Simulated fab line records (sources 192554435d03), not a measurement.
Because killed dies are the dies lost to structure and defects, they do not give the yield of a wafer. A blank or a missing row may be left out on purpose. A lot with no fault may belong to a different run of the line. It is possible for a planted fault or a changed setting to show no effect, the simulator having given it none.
A struck lot beside a sound one | flow n5Finfet | 44 out of 1938 route steps
Sound: the wafers L549.2, L549.3, L549.5. Struck: wafer L546.4. (L546.6 of the same lot was not struck and is left out.) The cause comes at the end.
At each step with rows: each side's tool, then ch and its chambers, then its first start. Under that, the readings that differ: sound wafers | struck wafers | difference of the means | sigmas: that difference in standard deviations of wafers without a fault.
alike: readings whose means differ by less than 2 such deviations, and words and numbers that are the same on both sides. not compared: withheld readings, readings that some wafer has no value for, bounds like >300 that may hide the same value, and numbers for which the record gives no deviation and whose values overlap.
The two part at a step that has a row with sigmas, a row that says differs or no value, or rows on one side only. Numbers that have no deviation but don't overlap get no sigmas and don't part them. Lack of a reading on every wafer of one side parts them only where that side has two or more wafers.

first, 4 steps without rows for these wafers: N5_PMOS_HMC_CHANNEL_EPI_PRECLEAN_37 (cleans in O3/DIW, time 45 s); N5_PMOS_HMC_CHANNEL_EPI_PRECLEAN_24 (cleans in DHF, time 30 s); N5_PMOS_HMC_CHANNEL_EPI_SRD_25 (time 30 s); N5_PMOS_HMC_CHANNEL_EPI_EPI_26 (deposits Si from SiH4/H2, target thk 3.8 nm, time 22.7 s).
N5_PMOS_HMC_CHANNEL_EPI_INSPECT_30: inspects for defects (darkfield).
  sound on defectInspect-02 at day 7 02:33; struck on defectInspect-02 at day 6 12:05
  alike: rawDefectCount
then, 4 steps without rows for these wafers: N5_FIN_SAQP_PRECLEAN_42 (cleans in O3/DIW, time 60 s); N5_FIN_SAQP_PRECLEAN_00 (cleans in SC1, time 60 s); N5_FIN_SAQP_PRECLEAN_44 (cleans in SC2, time 45 s); N5_FIN_SAQP_SRD_01 (time 30 s).
N5_FIN_SAQP_ALD_61: deposits SiO2, target thk 4 nm, pulse time 1 s, purge time 2 s.
  sound on aldSin-01 ch 0,2, day 7 02:40; struck on aldSin-01 ch 0, day 6 12:16
  alike: heaterPowerW, precursorPulseHeightRel
N5_FIN_SAQP_DENSIFY_62: time 60 s.
  sound on rtpAnneal-01 ch 0, day 7 02:58; struck on rtpAnneal-01 ch 0, day 6 12:49
  alike: lampPowerPct, wafer_temp_C_max
N5_FIN_SAQP_HM_DEP_03: deposits SiNx from SiH4/NH3/N2, target thk 38 nm, time 33.6 s.
  sound on pecvd-04 ch 0,2, day 7 03:10; struck on pecvd-01 ch 1, day 6 12:59
reading                                     | sound             | struck | difference | sigmas
model.SiNx_of_FIN_SAQP_HM_DEP_03.thkNm (nm) | 37.65 38.41 38.52 | 25.94  | -12.25     | 
  alike: heaterPowerW, showerheadPlenumPTorr, throttleValvePct
N5_FIN_SAQP_THK_MEAS_05:
  sound on filmMetro-01 at day 7 03:14; struck on filmMetro-01 at day 6 13:02
reading    | sound          | struck | difference | sigmas
thkNm (nm) | 37.7 38.5 38.5 | 26.0   | -12.2      | -27
then, 1 step without rows for these wafers: N5_FIN_SAQP_PECVD_47 (deposits a-Si from SiH4/He, target thk 45 nm, time 36.3 s).
N5_FIN_SAQP_PECVD_48: deposits SiNx from SiH4/NH3/N2, target thk 25 nm, time 22.1 s.
  sound on pecvd-02 ch 1,2, day 7 03:19; struck on pecvd-04 ch 0, day 6 13:08
  alike: heaterPowerW, showerheadPlenumPTorr, throttleValvePct
then, 1 step without rows for these wafers: N5_FIN_SAQP_PECVD_06 (deposits a-Si from SiH4/He, target thk 60 nm, time 48.1 s).
N5_FIN_SAQP_THK_MEAS_07:
  sound on filmMetro-01 at day 7 03:27; struck on filmMetro-02 at day 6 13:15
  alike: thkNm
N5_FIN_SAQP_HM_DEP_72: deposits SiO2 from SiH4/N2O, target thk 12 nm, time 7.2 s.
  sound on pecvd-04 ch 0,1,2, day 7 03:29; struck on pecvd-02 ch 0, day 6 13:18
  alike: heaterPowerW, showerheadPlenumPTorr
then, 8 steps without rows for these wafers: N5_FIN_SAQP_COAT_49 (time 60 s, resist thk 100 nm); N5_FIN_SAQP_COAT_50 (time 60 s, resist thk 35 nm); N5_FIN_SAQP_COAT_10 (resist thk 90 nm); N5_FIN_SAQP_EBR_12; N5_FIN_SAQP_SOFTBAKE_11 (time 60 s); N5_FIN_SAQP_EXPOSE_13 (exposes mask FIN CORE, target cd 35.6 nm); N5_FIN_SAQP_PEB_14 (peb time 60 s); N5_FIN_SAQP_DEVELOP_15 (develop time 30 s).
N5_FIN_SAQP_CD_MEAS_16: the cd target is 35.6 nm.
  sound on cdSem-02 ch 0, day 7 03:56; struck on cdSem-02 ch 0, day 6 13:44
  alike: cdNm
N5_FIN_SAQP_OVL_MEAS_17:
  sound on overlay-02 ch 0, day 7 03:58; struck on overlay-02 ch 0, day 6 13:46
reading           | sound        | struck | difference | sigmas
FIN_CORE_OVL (nm) | -0.4 1.3 0.3 | -1.5   | -1.9       | -2
N5_FIN_SAQP_INSPECT_18: inspects for defects (brightfield).
  sound on defectInspect-01 at day 7 04:00; struck on defectInspect-02 at day 6 13:47
  alike: rawDefectCount
then, 7 steps without rows for these wafers: N5_FIN_SAQP_DESCUM_21 (chemistry O2, time 7.9 s); N5_FIN_SAQP_ETCH_51 (etches SiARC in CF4, target depth 45.5 nm, time 75.8 s); N5_FIN_SAQP_ETCH_52 (etches SOC in N2/H2, target depth 100 nm, overetch 20 nm, time 150 s); N5_FIN_SAQP_STRIP_53 (strips in N2/H2); N5_FIN_SAQP_HM_OPEN_73 (chemistry CHF3/O2, target SiO2, stops on a-Si, target depth 12 nm, time 16.8 s); N5_FIN_SAQP_STRIP_74 (strips in CHF3/O2); N5_FIN_SAQP_MANDREL_ETCH_22 (etches a-Si in HBr/Cl2, stops on SiNx, target depth 60 nm, bt time 10 s, time 30 s).
N5_FIN_SAQP_STRIP_55: strips in N2/H2.
  sound on rieDiel-06 ch 0,2, day 7 04:39; struck on rieDiel-04 ch 1, day 6 14:16
reading           | sound             | struck | difference | sigmas
h2FlowSccm (sccm) | 300.5 300.1 301.2 | 298.8  | -1.8       | -2
  alike: drypumpMotorCurrentA, oesProductAu, rfVppV, showerheadPlenumPTorr, throttleValvePct
  not compared: rfHoursCounterH
then, 4 steps without rows for these wafers: N5_FIN_SAQP_STRIP_23 (strips in SPM, time 750 s); N5_FIN_SAQP_SRD_66 (time 30 s); N5_FIN_SAQP_RECESS_75 (chemistry HF/NH3, target SiO2, target depth 14.4 nm, afs cycles 3, sublimation time 60 s); N5_FIN_SAQP_SPACER1_ALD_24 (deposits SiO2, target thk 20.3 nm, pulse time 1 s, purge time 2 s).
N5_FIN_SAQP_HM_OPEN_33: chemistry CH3F/O2, target SiNx, target depth 49.4 nm, time 70.6 s.
  sound on rieDiel-06 ch 1,3, day 7 08:58; struck on rieDiel-04 ch 0, day 6 18:07
reading                 | sound             | struck | difference | sigmas
etchRfOnTimeS (s)       | 69.3 70.2 71.1    | 47.0   | -23.2      | -18
model.etch.depthNm (nm) | 37.02 37.76 37.89 | 25.17  | -12.39     | 
  alike: drypumpMotorCurrentA, oes_f_703_au, oesProductAu, rfVppV, showerheadPlenumPTorr, throttleValvePct
  not compared: rfHoursCounterH
N5_STI_FIN_REVEAL_RECESS_09: chemistry HF/NH3, target SiO2, afs cycles 11, target depth 42.5 nm, sublimation time 60 s.
  sound on vaporEtch-02 ch 0,1, day 7 17:34; struck on vaporEtch-02 ch 0, day 7 02:35
reading                                     | sound        | struck | difference | sigmas
model.SiNx_of_FIN_SAQP_HM_DEP_03.thkNm (nm) | 18 18.8 18.8 | 6.2    | -12.3      | 
  alike: drypumpMotorCurrentA
-- record jumps: 5 days separate the struck wafers' starts on either side; left off in module STI_FIN_REVEAL, taken up again in module BEOL_M4, whose first shown step is the route's number 1111 --
N5_BEOL_M4_RC_MEAS_101:
  sound on prober-01 ch 0, day 13 15:58; struck on prober-02 ch 0, day 12 14:25
  alike: DIBL_N, DIBL_P, IOFF_N, IOFF_P, ION_N, ION_P, SS_N, SS_P, VT_N, VT_P

WHERE THEY PART
Earliest at N5_FIN_SAQP_THK_MEAS_05; latest, in this record, at N5_FIN_SAQP_HM_OPEN_33. Later steps at which nothing parts them and some readings are alike: N5_STI_FIN_REVEAL_RECESS_09, N5_BEOL_M4_RC_MEAS_101.

WHY: what the simulator had put in
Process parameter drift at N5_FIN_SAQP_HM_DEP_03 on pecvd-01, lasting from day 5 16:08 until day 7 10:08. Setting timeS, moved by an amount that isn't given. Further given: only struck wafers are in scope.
